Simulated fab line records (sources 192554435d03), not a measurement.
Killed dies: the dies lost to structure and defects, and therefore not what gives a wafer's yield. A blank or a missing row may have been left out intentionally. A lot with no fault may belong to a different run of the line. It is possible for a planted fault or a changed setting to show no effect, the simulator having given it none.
fab line records	flow n5-finfet
record: lots: 6	wafers: 17	last-day: 24
route steps=1938 shown FIN_CUT@163 BEOL_M4@1111 PASSIVATION@1936
lots with no fault: from the same line, run without faults
start-h: the number of hours between the record's first day and the start of the first shown wafer of the lot	wait-h: hours since the lot's step before	" repeats the value in the row above	L1.1+2: several wafers, shown together as one row	- no value, or no start given	* or withheld: withheld	< > ~ a bound
route shown NAME@n: NAME is a module with steps in the file, n the number in the route of the first one	usual: mean/standard deviation taken from wafers without a fault	same: alike in all rows	chamber/n: place in a boat	sites: each site's reading	_std_site: standard deviation of those values	_edge_site: outer sites' mean less inner sites'	radius-mm: how far each site lies from the wafer's centre	mask NAME#n: copy n	behind: the last tool/chamber to shape the wafer	hold: why the lot was held/for how many hours/how that ended	device: whichever transistor did not switch (one of n, p or np)	end of line: the same wafers' tests at the end of the route	a step with no rows: only its recipe	killed: count of dies lost to structure and defects at first sort (not the wafer's yield)	map: the dies of a wafer, with x for killed, . for not killed, _ for no die there
set.NAME: the setting the step ran with; set.NAME@STEP: the setting that earlier step ran with	model.NAME: the simulator's own value behind a step, which no gauge read
lots at selected steps of the route; one table per step, one row per wafer
services: a tool's chamber out of use, with start hour (start-h, from the record's first day; less than 0 if before it), hours out, and reason
== steps ==
step: N5_FIN_CUT_CD_MEAS_08
recipe: target-cd-nm: 29.1	landing-energy-ev: 500	detector: se-inlens	polarity: opening
usual: cd-nm: 29.04/0.24
lot.wafer	tool	chamber	start-h	wait-h	cd-nm
L955.1	cd-sem-01	0	39.10	-	28.70
L955.3	"	0	"	"	29.04
L955.5	"	0	"	"	29.42
L958.4	cd-sem-02	0	57.17	-	29.07
L958.5	"	0	"	"	28.51
L958.6	"	0	"	"	28.90
L965.1	cd-sem-01	0	114.34	-	29.19
L965.5	"	0	"	"	29.15
L965.6	"	0	"	"	29.10
L971.5	cd-sem-01	0	135.53	-	28.99
L971.6	"	0	"	"	28.70
L973.1	cd-sem-01	0	147.12	-	29.40
L973.3	"	0	"	"	28.98
L973.5	"	0	"	"	29.01
L976.3	cd-sem-01	0	166.63	-	29.15
L976.4	"	0	"	"	29.11
L976.5	"	0	"	"	28.62
step: N5_FIN_CUT_OVL_MEAS_09
recipe: points-per-wafer: 522
usual: FIN_CUT_OVL: -0.5/0.74
same: points-per-wafer: 522
lot.wafer	tool	chamber	start-h	wait-h	FIN_CUT_OVL[nm]
L955.1	overlay-02	0	39.13	0.0	0.1
L955.3	"	0	"	"	0.5
L955.5	"	0	"	"	0.1
L958.4	overlay-02	0	57.22	0.0	-2.4
L958.5	"	0	"	"	-1.7
L958.6	"	0	"	"	-1.4
L965.1	overlay-01	0	114.37	0.0	-1.4
L965.5	"	0	"	"	-0.6
L965.6	"	0	"	"	-1.4
L971.5	overlay-02	0	135.58	0.0	-0.6
L971.6	"	0	"	"	-0.7
L973.1	overlay-01	0	147.15	0.0	-0.3
L973.3	"	0	"	"	0.4
L973.5	"	0	"	"	1.2
L976.3	overlay-01	0	166.67	0.0	0.2
L976.4	"	0	"	"	-1.3
L976.5	"	0	"	"	0.3
step: N5_FIN_CUT_INSPECT_10
recipe: mode: adi	inspect-instrument: brightfield
usual: raw-defect-count: 40/11
lot.wafer	tool	chamber	start-h	wait-h	raw-defect-count
L955.1	defect-inspect-02	-	39.19	0.1	43
L955.3	"	-	"	"	39
L955.5	"	-	"	"	33
L958.4	defect-inspect-01	-	57.26	0.0	40
L958.5	"	-	"	"	53
L958.6	"	-	"	"	39
L965.1	defect-inspect-02	-	114.43	0.1	47
L965.5	"	-	"	"	34
L965.6	"	-	"	"	25
L971.5	defect-inspect-01	-	135.62	0.0	43
L971.6	"	-	"	"	37
L973.1	defect-inspect-02	-	147.20	0.1	24
L973.3	"	-	"	"	27
L973.5	"	-	"	"	33
L976.3	defect-inspect-01	-	166.72	0.0	39
L976.4	"	-	"	"	29
L976.5	"	-	"	"	32
step: N5_FIN_CUT_DESCUM_13
recipe: chemistry: O2	time-s: 7	source-power-w: 50	bias-power-w: 20	pressure-mtorr: 20	rf-frequency-hz: 2.712e+07	temp-c: 40	resist: CAR-EUV	o2-flow-sccm: 225
usual: drypump-motor-current-A: 5.6/0.37	oes-product-au: 0.78/0.079	rf-vpp-V: 243.6/1.1	showerhead-plenum-p-Torr: 2.11/0.053	throttle-valve-pct: 20.28/0.26
same: time-s: 7
lot.wafer	tool	chamber	start-h	wait-h	drypump-motor-current-A	oes-product-au	rf-hours-counter-h	rf-vpp-V	showerhead-plenum-p-Torr	throttle-valve-pct
L955.1	rie-diel-04	1	39.23	0.0	5.4	0.77	158	242.6	2.11	20.73
L955.3	"	2	"	"	5.1	0.74	155	244.0	2.16	20.19
L955.5	"	1	"	"	5.4	0.77	-	243.1	2.11	20.72
L958.4	rie-diel-05	3	57.29	0.0	5.9	0.73	203	242.3	2.08	20.44
L958.5	"	3	"	"	5.9	0.73	-	242.6	2.08	20.45
L958.6	"	2	"	"	5.7	0.80	-	242.8	2.09	19.97
L965.1	rie-diel-05	0	114.47	0.0	5.3	0.72	185	241.9	2.08	20.43
L965.5	"	3	"	"	5.9	0.71	-	242.6	2.07	20.46
L965.6	"	2	"	"	5.6	0.77	-	243.2	2.09	20.00
L971.5	rie-diel-04	2	135.67	0.0	5.1	0.73	-	243.6	2.15	20.24
L971.6	"	3	"	"	5.8	0.77	-	243.0	2.07	19.95
L973.1	rie-diel-01	1	148.78	1.6	5.6	0.81	83	244.1	2.10	20.04
L973.3	"	1	"	"	5.6	0.81	-	243.4	2.10	20.02
L973.5	"	2	"	"	6.2	0.95	-	243.1	2.15	20.27
L976.3	rie-diel-04	0	166.75	0.0	5.3	0.88	33	245.7	2.22	20.45
L976.4	"	2	"	"	5.1	0.72	188	243.8	2.15	20.25
L976.5	"	1	"	"	5.4	0.74	-	242.6	2.10	20.76
step: N5_FIN_CUT_ETCH_30
recipe: chemistry: N2/H2	target: underlayer	target-depth-a: 130	mask-material: CAR-EUV	time-s: 10.4	ion-energy-ev: 200	pressure-mtorr: 30	source-w: 840	bias-w: 150	n2-flow-sccm: 200	h2-flow-sccm: 200	ends: cleared
step: N5_FIN_CUT_ETCH_20
recipe: chemistry: CF4	target: SiARC	target-depth-a: 260	mask-material: CAR-EUV	time-s: 43.3	ion-energy-ev: 80	pressure-mtorr: 40	source-w: 545	bias-w: 36	Ar_flow_sccm: 100	cf4-flow-sccm: 100	ends: cleared
usual: cf4-flow-sccm: 99.99/0.29	drypump-motor-current-A: 5.6/0.37	etch-rf-on-time-s: 43.5/0.9	oes-product-au: 0.67/0.064	rf-vpp-V: 184.4/0.99	showerhead-plenum-p-Torr: 2.17/0.048	throttle-valve-pct: 15.55/0.19
lot.wafer	tool	chamber	start-h	wait-h	cf4-flow-sccm	drypump-motor-current-A	etch-rf-on-time-s	oes-product-au	rf-hours-counter-h	rf-vpp-V	showerhead-plenum-p-Torr	throttle-valve-pct
L955.1	rie-diel-04	1	39.28	0.0	99.31	5.4	43.3	0.65	158	183.4	2.16	15.86
L955.3	"	2	"	"	100.29	5.1	42.4	0.65	155	185.8	2.23	15.53
L955.5	"	1	"	"	99.68	5.4	43.2	0.65	-	182.9	2.16	15.87
L958.4	rie-diel-05	3	57.35	0.0	99.81	5.9	42.8	0.62	203	184.0	2.13	15.72
L958.5	"	3	"	"	100.16	5.9	42.6	0.63	-	184.6	2.13	15.70
L958.6	"	2	"	"	99.95	5.6	43.3	0.68	-	184.4	2.17	15.39
L965.1	rie-diel-05	0	114.52	0.0	99.92	5.3	45.5	0.61	185	183.2	2.13	15.65
L965.5	"	3	"	"	99.99	5.9	43.1	0.62	-	183.3	2.13	15.73
L965.6	"	2	"	"	99.71	5.6	43.2	0.67	-	183.8	2.17	15.44
L971.5	rie-diel-04	2	135.72	0.0	100.19	5.1	42.6	0.63	-	184.1	2.22	15.60
L971.6	"	3	"	"	99.74	5.8	44.1	0.65	-	184.1	2.16	15.39
L973.1	rie-diel-01	1	148.86	0.0	100.45	5.6	44.2	0.69	83	185.6	2.18	15.43
L973.3	"	1	"	"	100.08	5.6	43.8	0.69	-	184.8	2.18	15.43
L973.5	"	2	"	"	99.99	6.2	43.3	0.80	-	183.9	2.18	15.36
L976.3	rie-diel-04	0	166.80	0.0	100.11	5.3	44.5	0.74	33	184.7	2.27	15.57
L976.4	"	2	"	"	100.09	5.1	42.9	0.62	188	185.3	2.22	15.59
L976.5	"	1	"	"	99.94	5.5	43.3	0.63	-	181.7	2.14	15.93
step: N5_FIN_CUT_ETCH_21
recipe: chemistry: N2/H2	target: SOC	target-depth-a: 2190	overetch-a: 438	mask-material: SiARC	temp-c: 40	ion-energy-ev: 100	bias-w: 61	time-s: 523.5	pressure-mtorr: 30	source-w: 850	n2-flow-sccm: 200	h2-flow-sccm: 200
step: N5_FIN_CUT_STRIP_23
recipe: chemistry: N2/H2	temp-c: 40	n2-flow-sccm: 200	h2-flow-sccm: 200	rf-frequency-hz: 6e+07
step: N5_FIN_CUT_STRIP_31
recipe: chemistry: N2/H2	temp-c: 40	n2-flow-sccm: 200	h2-flow-sccm: 200	rf-frequency-hz: 6e+07
step: N5_FIN_CUT_STRIP_24
recipe: chemistry: CF4	resist: SiARC	power-w: 300	bias-power-w: 75	pressure-mtorr: 50	cf4-flow-sccm: 150	rf-frequency-hz: 6e+07
usual: cf4-flow-sccm: 150.0/0.49	drypump-motor-current-A: 5.6/0.37	oes-product-au: 0.78/0.075	rf-vpp-V: 271.6/1.2	showerhead-plenum-p-Torr: 1.82/0.04	throttle-valve-pct: 13.53/0.2
lot.wafer	tool	chamber	start-h	wait-h	cf4-flow-sccm	drypump-motor-current-A	oes-product-au	rf-hours-counter-h	rf-vpp-V	showerhead-plenum-p-Torr	throttle-valve-pct
L955.1	rie-diel-04	1	39.64	0.0	149.3	5.4	0.75	159	270.4	1.80	13.80
L955.3	"	2	"	"	150.1	5.1	0.74	156	273.3	1.87	13.54
L955.5	"	1	"	"	149.4	5.4	0.75	-	271.3	1.80	13.81
L958.4	rie-diel-05	3	57.71	0.0	149.8	5.9	0.72	203	269.0	1.79	13.68
L958.5	"	3	"	"	149.4	5.9	0.72	-	269.2	1.79	13.69
L958.6	"	2	"	"	149.5	5.6	0.78	-	271.1	1.82	13.39
L965.1	rie-diel-05	0	114.88	0.0	151.5	5.3	0.72	185	270.1	1.77	13.58
L965.5	"	3	"	"	150.2	5.9	0.71	-	270.8	1.78	13.73
L965.6	"	2	"	"	150.0	5.6	0.77	-	272.3	1.82	13.42
L971.5	rie-diel-04	2	136.08	0.0	149.8	5.1	0.73	-	273.6	1.86	13.61
L971.6	"	3	"	"	148.9	5.8	0.76	-	270.6	1.81	13.37
L973.1	rie-diel-01	1	149.41	0.0	150.5	5.6	0.80	83	270.5	1.83	13.41
L973.3	"	1	"	"	149.7	5.6	0.80	-	271.9	1.83	13.42
L973.5	"	2	"	"	149.5	6.1	0.93	-	273.0	1.83	13.28
L976.3	rie-diel-04	0	167.17	0.0	150.1	5.3	0.86	33	274.1	1.88	13.48
L976.4	"	2	"	"	149.6	5.1	0.72	188	272.6	1.86	13.61
L976.5	"	1	"	"	150.3	5.4	0.72	-	271.4	1.79	13.87
step: N5_FIN_CUT_CUT_ETCH_26
recipe: chemistry: CH3F/O2	target: SiNx	target-depth-a: 390	mask-material: SOC	time-s: 55.7	pressure-mtorr: 30	source-w: 395	bias-w: 73	Ar_flow_sccm: 150	CH3F_flow_sccm: 30	O2_flow_sccm: 20	ion-energy-ev: 120
step: N5_FIN_CUT_CUT_ETCH_27
recipe: chemistry: CHF3/O2	target: SiO2	target-depth-a: 40	mask-material: SOC	overetch-a: 20	time-s: 4.9	pressure-mtorr: 30	source-w: 650	bias-w: 170	Ar_flow_sccm: 200	CHF3_flow_sccm: 50	O2_flow_sccm: 5	ion-energy-ev: 200
usual: drypump-motor-current-A: 5.6/0.37	oes-product-au: 0.62/0.059	rf-vpp-V: 529/12	showerhead-plenum-p-Torr: 2.45/0.055	throttle-valve-pct: 18.77/0.2
same: time-s: 4.9
lot.wafer	tool	chamber	start-h	wait-h	drypump-motor-current-A	oes-product-au	rf-hours-counter-h	rf-vpp-V	showerhead-plenum-p-Torr	throttle-valve-pct
L955.1	rie-diel-04	1	39.71	0.0	5.4	0.60	159	542	2.43	19.12
L955.3	"	2	"	"	5.1	0.59	156	527	2.50	18.73
L955.5	"	1	"	"	5.4	0.60	-	541	2.43	19.11
L958.4	rie-diel-05	3	57.77	0.0	5.9	0.58	203	504	2.40	18.93
L958.5	"	3	"	"	5.9	0.58	-	504	2.40	18.92
L958.6	"	2	"	"	5.7	0.63	-	529	2.43	18.57
L965.1	rie-diel-05	0	114.95	0.0	5.3	0.58	185	517	2.41	18.91
L965.5	"	3	"	"	5.9	0.57	-	505	2.40	18.95
L965.6	"	2	"	"	5.6	0.62	-	528	2.43	18.58
L971.5	rie-diel-04	2	136.16	0.0	5.1	0.58	-	527	2.49	18.78
L971.6	"	3	"	"	5.8	0.61	-	549	2.42	18.56
L973.1	rie-diel-01	1	149.50	0.0	5.6	0.64	83	531	2.44	18.57
L973.3	"	1	"	"	5.6	0.64	-	531	2.44	18.56
L973.5	"	2	"	"	6.2	0.74	-	527	2.46	18.58
L976.3	rie-diel-04	0	167.23	0.0	5.2	0.70	33	534	2.57	18.93
L976.4	"	2	"	"	5.1	0.58	188	526	2.49	18.78
L976.5	"	1	"	"	5.4	0.58	-	540	2.42	19.18
step: N5_FIN_CUT_PRECLEAN_35
recipe: time-s: 13.3	temp-c: 45	pressure-torr: 125	p-hf-torr: 3	p-coreactant-torr: 25	chemistry: vHF
usual: drypump-motor-current-A: 5.1/0.36	pressure-torr: 125.01/0.25	time-s: 13.3/0
lot.wafer	tool	chamber	start-h	wait-h	drypump-motor-current-A	pressure-torr	time-s
L955.1	vapor-etch-01	0	39.78	0.0	4.6	125.17	13.3
L955.3	"	1	"	"	5.0	125.01	13.3
L955.5	"	1	"	"	5.0	124.99	13.3
L958.4	vapor-etch-01	0	57.86	0.1	4.6	125.13	13.3
L958.5	"	0	"	"	4.7	124.93	13.3
L958.6	"	1	"	"	5.0	125.37	13.3
L965.1	vapor-etch-01	1	115.02	0.0	5.0	125.05	13.3
L965.5	"	0	"	"	4.6	125.42	10.472
L965.6	"	1	"	"	5.0	125.07	10.472
L971.5	vapor-etch-01	0	136.24	0.1	4.6	125.37	10.472
L971.6	"	1	"	"	5.0	125.51	10.472
L973.1	vapor-etch-02	0	149.59	0.1	5.5	125.38	13.3
L973.3	"	0	"	"	5.5	125.13	13.3
L973.5	"	1	"	"	5.5	124.97	13.3
L976.3	vapor-etch-02	0	167.33	0.1	5.5	124.80	13.3
L976.4	"	1	"	"	5.4	125.21	13.3
L976.5	"	1	"	"	5.4	124.86	13.3
step: N5_FIN_CUT_CUT_ETCH_15
recipe: chemistry: HBr/Cl2/O2	target: Si	target-depth-a: 1000	bt-time-s: 10	mask-material: SOC	time-s: 42.4	ion-energy-ev: *	bias-w: *	pressure-mtorr: 10	icp-w: 800	HBr_flow_sccm: 150	Cl2_flow_sccm: 80	O2_flow_sccm: 12
usual: drypump-motor-current-A: 5.6/0.44	oes-product-au: 1.004/0.015	throttle-valve-pct: 37.3/0.31
same: time-s: 42.4
lot.wafer	tool	chamber	start-h	wait-h	drypump-motor-current-A	oes-product-au	rf-hours-counter-h	throttle-valve-pct
L955.1	rie-si-01	2	39.86	0.1	6.0	1.017	8	38.0
L955.3	"	1	"	"	5.1	1.013	90	36.8
L955.5	"	1	"	"	5.1	1.017	-	36.9
L958.4	rie-si-04	1	57.92	0.0	5.0	1.020	183	37.4
L958.5	"	3	"	"	6.5	1.020	-	37.0
L958.6	"	0	"	"	5.8	0.989	-	37.0
L965.1	rie-si-01	2	115.10	0.1	6.0	1.008	10	38.0
L965.5	"	2	"	"	6.0	1.006	-	38.0
L965.6	"	1	"	"	5.2	1.006	-	36.9
L971.5	rie-si-01	0	136.31	0.0	5.7	1.014	-	37.5
L971.6	"	1	"	"	5.1	1.013	-	36.9
L973.1	rie-si-01	2	149.68	0.1	6.0	1.015	10	38.0
L973.3	"	3	"	"	5.5	0.977	3	37.5
L973.5	"	2	"	"	6.0	1.017	-	38.0
L976.3	rie-si-04	3	167.39	0.0	6.5	1.028	170	37.0
L976.4	"	2	"	"	5.8	0.982	150	37.3
L976.5	"	2	"	"	5.8	0.991	-	37.3
step: N5_BEOL_M4_RC_MEAS_101
usual: DIBL_N: 35.8/1.6	DIBL_P: 35.6/2	IOFF_N: 0.15/0.031	IOFF_P: 0.20/0.033	ION_N: 668/12	ION_P: 459/6.8	SS_N: 71.4/0.53	SS_P: 73.1/0.63	VT_N: 250/3.5	VT_P: -251/3
lot.wafer	tool	chamber	start-h	wait-h	DIBL_N[mV/V]	DIBL_P[mV/V]	IOFF_N[nA/um]	IOFF_P[nA/um]	ION_N[uA/um]	ION_P[uA/um]	SS_N[mV/dec]	SS_P[mV/dec]	VT_N[mV]	VT_P[mV]
L958.4	prober-01	0	353.53	0.5	34.9	33.2	0.13	0.19	660	462	71.2	71.7	251	-249
L958.5	"	0	"	"	36.4	35.1	0.16	0.23	685	470	71.9	73.1	249	-247
L958.6	"	0	"	"	35.8	34.8	0.15	0.22	674	464	71.5	72.1	251	-247
L955.1	prober-01	0	371.44	0.0	34.5	34.6	0.14	0.19	667	460	70.7	72.5	249	-252
L955.3	"	0	"	"	36.6	37.1	0.18	0.23	663	452	71.7	72.6	247	-250
L955.5	"	0	"	"	36.8	36.0	0.17	0.21	672	456	72.3	73.0	246	-250
L965.1	prober-02	0	402.54	0.0	36.8	37.3	0.17	0.22	680	464	71.8	72.9	249	-251
L965.5	"	0	"	"	34.8	34.4	0.13	0.17	637	453	71.9	73.2	255	-255
L965.6	"	0	"	"	36.3	36.9	0.16	0.21	671	459	71.4	73.3	248	-253
L971.5	prober-02	0	436.21	0.6	36.7	38.6	0.18	0.22	677	463	71.7	73.1	245	-250
L971.6	"	0	"	"	33.7	33.1	0.12	0.15	653	453	71.0	71.8	253	-254
L973.1	prober-01	0	459.93	0.0	35.1	33.7	0.12	0.16	668	458	71.6	73.0	253	-254
L973.3	"	0	"	"	38.2	37.8	0.17	0.23	669	455	72.1	73.5	249	-248
L973.5	"	0	"	"	36.1	34.3	0.12	0.17	661	453	71.1	72.6	252	-253
L976.3	prober-01	0	468.34	0.3	36.5	36.2	0.17	0.21	672	460	71.3	73.5	249	-247
L976.4	"	0	"	"	35.8	36.1	0.16	0.21	669	462	71.0	73.3	246	-249
L976.5	"	0	"	"	35.8	35.6	0.16	0.21	692	474	70.9	73.9	249	-248
step: N5_PASSIVATION_PROBE_49
usual: defect-limited-yield: 90.7/1.5	killed_at_M0_to_M3: 38/11	killed_at_M4_up: 15/5.5	killed-at-contacts: 12/6	killed-at-front-end: 41/11	killed-at-other: 3.5/2.7	killed-dies: 110/18	killed-open: 72/13	killed-short: 35/8.7	sort_bin_5_function: 5.5/1.1	sort_bin_6_memory: 3.4/0.63	sort-n-pass: 1070/18	sort-yield-pct: 90.7/1.5
same: gross-dies: 1180	killed-at-back-side: 0	sort_bin_4_leakage[%]: 0	sort_bin_8_speed[%]: 0
lot.wafer	tool	chamber	start-h	wait-h	defect-limited-yield[%]	killed_at_M0_to_M3	killed_at_M4_up	killed-at-contacts	killed-at-front-end	killed-at-other	killed-dies	killed-open	killed-short	sort_bin_5_function[%]	sort_bin_6_memory[%]	sort-n-pass	sort-yield-pct[%]
L958.4	prober-01	-	463.37	0.2	90.3	44	11	22	37	0	114	77	37	5.4	4.0	1066	90.3
L958.5	prober-01	-	463.42	0.2	89.8	52	18	10	40	0	120	80	40	6.1	3.7	1060	89.8
L958.6	prober-01	-	463.47	0.3	88.0	49	26	25	40	2	142	92	50	6.7	5.0	1038	88.0
L955.1	prober-01	-	496.24	0.0	89.9	43	11	15	48	2	119	78	41	5.3	4.2	1061	89.9
L955.3	prober-01	-	496.34	0.1	92.8	34	7	10	30	4	85	55	29	4.3	2.5	1095	92.8
L955.5	prober-01	-	496.44	0.2	90.0	59	12	11	36	0	118	91	26	6.5	3.5	1062	90.0
L965.1	prober-02	-	517.87	0.0	91.6	28	13	17	41	0	99	62	36	5.3	2.8	1081	91.6
L965.5	prober-02	-	518.07	0.2	92.8	29	19	8	28	1	85	61	24	4.2	2.9	1095	92.8
L965.6	prober-02	-	518.12	0.3	89.7	34	5	12	68	3	122	83	38	5.9	4.1	1058	89.7
L971.5	prober-02	-	546.39	0.2	89.5	44	12	29	36	3	124	90	30	6.1	3.8	1056	89.5
L971.6	prober-02	-	546.44	0.3	90.9	35	14	31	23	4	107	72	31	6.2	2.6	1073	90.9
L973.1	prober-01	-	564.40	0.0	90.9	30	21	11	42	3	107	63	34	5.8	2.6	1073	90.9
L973.3	prober-01	-	564.50	0.1	90.0	25	15	23	51	4	118	71	45	5.5	4.2	1062	90.0
L973.5	prober-01	-	564.60	0.2	91.8	21	11	13	48	4	97	58	33	4.2	3.2	1083	91.8
L976.3	prober-02	-	572.11	0.1	92.5	28	3	12	44	1	88	58	29	4.1	3.1	1092	92.5
L976.4	prober-02	-	572.16	0.2	89.7	26	19	13	61	3	122	72	50	6.0	4.2	1058	89.7
L976.5	prober-02	-	572.21	0.2	91.0	31	10	10	50	5	106	68	35	5.3	3.2	1074	91.0
killed by level:class
L958.4 MOL_CONTACT_COAG:geometric-particle:open=17 STI_FIN_REVEAL:geometric-particle:open=13 BEOL_M1:geometric-particle:open=13 BEOL_M0_SAQP:geometric-particle:short=9 FIN_SAQP:geometric-particle:short=6 BEOL_M0_SAQP:geometric-particle:open=6 FIN_SAQP:geometric-particle:open=5 GATE_CUT:geometric-particle:short=5
L958.5 BEOL_M0_SAQP:geometric-particle:short=14 STI_FIN_REVEAL:geometric-particle:open=12 BEOL_M0_SAQP:geometric-particle:open=11 MOL_CONTACT_COAG:geometric-particle:open=10 BEOL_M4:geometric-particle:open=10 BEOL_M1:geometric-particle:open=10 BEOL_M3:geometric-particle:open=5 STARTING-WAFER:geometric-particle:short=5
L958.6 MOL_CONTACT_COAG:geometric-particle:open=18 BEOL_M0_SAQP:geometric-particle:open=15 BEOL_M4:geometric-particle:open=13 BEOL_M0_SAQP:geometric-particle:short=12 FIN_SAQP:geometric-particle:short=11 STI_FIN_REVEAL:geometric-particle:open=10 FIN_SAQP:geometric-particle:open=7 MOL_CONTACT_COAG:geometric-particle:short=7
L955.1 MOL_CONTACT_COAG:geometric-particle:open=14 FIN_SAQP:geometric-particle:open=12 BEOL_M0_SAQP:geometric-particle:short=10 BEOL_M3:geometric-particle:open=9 FIN_SAQP:geometric-particle:short=8 BEOL_M4:geometric-particle:open=7 BEOL_M0:geometric-particle:open=5 BEOL_M2:geometric-particle:short=5
L955.3 BEOL_M2:geometric-particle:open=12 MOL_CONTACT_COAG:geometric-particle:open=8 BEOL_M0_SAQP:geometric-particle:open=6 STI_FIN_REVEAL:geometric-particle:open=5 DUMMY_GATE:geometric-particle:open=5 STI_FIN_REVEAL:geometric-particle:short=4 GATE_CUT:geometric-particle:short=4 GATE_CUT:geometric-particle:open=4
L955.5 BEOL_M2:geometric-particle:open=19 BEOL_M1:geometric-particle:open=12 MOL_CONTACT_COAG:geometric-particle:open=10 BEOL_M0_SAQP:geometric-particle:open=9 DUMMY_GATE:geometric-particle:open=8 BEOL_M3:geometric-particle:open=7 FIN_SAQP:geometric-particle:open=6 BEOL_M0_SAQP:geometric-particle:short=6
L965.1 FIN_SAQP:geometric-particle:open=12 MOL_CONTACT_COAG:geometric-particle:open=12 BEOL_M0_SAQP:geometric-particle:open=8 FIN_SAQP:geometric-particle:short=7 BEOL_M0_SAQP:geometric-particle:short=7 BEOL_M2:geometric-particle:open=7 BEOL_M4:geometric-particle:open=6 MOL_CONTACT_COAG:geometric-particle:short=5
L965.5 BEOL_M0_SAQP:geometric-particle:open=10 BEOL_M1:geometric-particle:open=9 BEOL_M4:geometric-particle:open=8 DUMMY_GATE:geometric-particle:open=7 MOL_CONTACT_COAG:geometric-particle:open=7 FIN_SAQP:geometric-particle:open=6 STI_FIN_REVEAL:geometric-particle:open=4 BEOL_M1:geometric-particle:short=4
L965.6 STI_FIN_REVEAL:geometric-particle:open=19 FIN_SAQP:geometric-particle:open=15 BEOL_M2:geometric-particle:open=13 MOL_CONTACT_COAG:geometric-particle:open=10 FIN_SAQP:geometric-particle:short=9 STI_FIN_REVEAL:geometric-particle:short=6 BEOL_M1:geometric-particle:open=5 STARTING-WAFER:geometric-particle:open=4
L971.5 MOL_CONTACT_COAG:geometric-particle:open=25 BEOL_M0:geometric-particle:open=14 FIN_SAQP:geometric-particle:open=12 BEOL_M2:geometric-particle:open=9 STI_FIN_REVEAL:geometric-particle:open=5 BEOL_M0_SAQP:geometric-particle:short=5 BEOL_M3:geometric-particle:open=5 BEOL_M1:geometric-particle:open=5
L971.6 MOL_CONTACT_COAG:geometric-particle:open=24 BEOL_M4:geometric-particle:open=9 MOL_CONTACT_COAG:geometric-particle:short=7 BEOL_M3:geometric-particle:open=7 STI_FIN_REVEAL:geometric-particle:open=5 BEOL_M0:geometric-particle:open=5 BEOL_M2:geometric-particle:open=5 BEOL_M0_SAQP:geometric-particle:short=4
L973.1 FIN_SAQP:geometric-particle:short=10 MOL_CONTACT_COAG:geometric-particle:open=9 BEOL_M0_SAQP:geometric-particle:open=8 STI_FIN_REVEAL:geometric-particle:open=7 BEOL_M0_SAQP:geometric-particle:short=7 HKMG_FIN:area-etch=7 BEOL_M1:geometric-particle:open=6 FIN_SAQP:geometric-particle:open=5
L973.3 MOL_CONTACT_COAG:geometric-particle:open=17 FIN_SAQP:geometric-particle:short=13 FIN_SAQP:geometric-particle:open=9 BEOL_M2:geometric-particle:open=7 STI_FIN_REVEAL:geometric-particle:open=6 MOL_CONTACT_COAG:geometric-particle:short=6 GATE_CUT:geometric-particle:short=5 BEOL_M0_SAQP:geometric-particle:open=5
L973.5 MOL_CONTACT_COAG:geometric-particle:open=11 FIN_SAQP:geometric-particle:open=10 FIN_SAQP:geometric-particle:short=8 STI_FIN_REVEAL:geometric-particle:open=7 HKMG_FIN:area-etch=5 DUMMY_GATE:geometric-particle:open=4 GATE_CUT:geometric-particle:short=4 BEOL_M0_SAQP:geometric-particle:short=4
L976.3 BEOL_M3:geometric-particle:open=11 FIN_SAQP:geometric-particle:open=10 MOL_CONTACT_COAG:geometric-particle:open=9 FIN_SAQP:geometric-particle:short=8 GATE_CUT:geometric-particle:short=5 BEOL_M3:geometric-particle:short=5 GATE_CUT:geometric-particle:open=4 BEOL_M0_SAQP:geometric-particle:open=4
L976.4 FIN_SAQP:geometric-particle:short=19 BEOL_M4:geometric-particle:open=14 FIN_SAQP:geometric-particle:open=12 MOL_CONTACT_COAG:geometric-particle:open=10 BEOL_M0_SAQP:geometric-particle:short=9 STI_FIN_REVEAL:geometric-particle:open=6 DUMMY_GATE:geometric-particle:open=5 BEOL_M0_SAQP:geometric-particle:open=5
L976.5 FIN_SAQP:geometric-particle:open=15 FIN_SAQP:geometric-particle:short=9 BEOL_M0_SAQP:geometric-particle:short=9 BEOL_M0_SAQP:geometric-particle:open=8 BEOL_M2:geometric-particle:open=7 MOL_CONTACT_COAG:geometric-particle:open=7 STI_FIN_REVEAL:geometric-particle:open=5 DUMMY_GATE:geometric-particle:open=5
== services ==
tool	chamber	start-h	hours	kind
rie-diel-01	-	16.56	0.4	repair
rie-diel-05	0	26.54	16.5	repair
rie-si-01	1	61.73	8.7	repair
rie-diel-01	0	87.43	7.3	repair
rie-diel-04	-	91.50	0.6	repair
rie-diel-01	0	98.96	4.9	repair
rie-diel-05	-	102.29	0.8	repair
rie-si-04	-	117.11	14.6	pm
rie-diel-01	2	117.67	-	clean
rie-diel-01	2	117.67	-	consumable-replace:focus-ring
rie-diel-01	2	117.67	14.4	scheduled-down
rie-diel-01	2	117.67	14.4	vent-cycle
rie-si-01	3	129.41	5.9	repair
rie-diel-01	3	132.34	-	clean
rie-diel-01	3	132.34	-	consumable-replace:focus-ring
rie-diel-01	3	132.34	19.6	scheduled-down
rie-diel-01	3	132.34	19.6	vent-cycle
rie-diel-04	-	140.84	11.0	repair
rie-diel-01	0	147.44	2.4	repair
rie-diel-01	0	155.67	2.0	repair
rie-diel-01	-	155.97	0.6	repair
== key ==
first-sign: step: N5_FIN_CUT_PRECLEAN_35	reading: time-s	direction: down	sigmas: 99+	usual: *	struck: *
effect none on later readings
met-at N5_FIN_CUT_PRECLEAN_35
struck-wafers L965.5,L965.6,L971.5,L971.6
onset-between 57.86 115.02
fault: kind: process-parameter-drift	tool: vapor-etch-01	chamber: -	onset-h: 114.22	steps: N5_FIN_CUT_PRECLEAN_35	channel: time-s	offset: *	shape: step	end-h: 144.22	scope: struck-wafers-only	stated: *
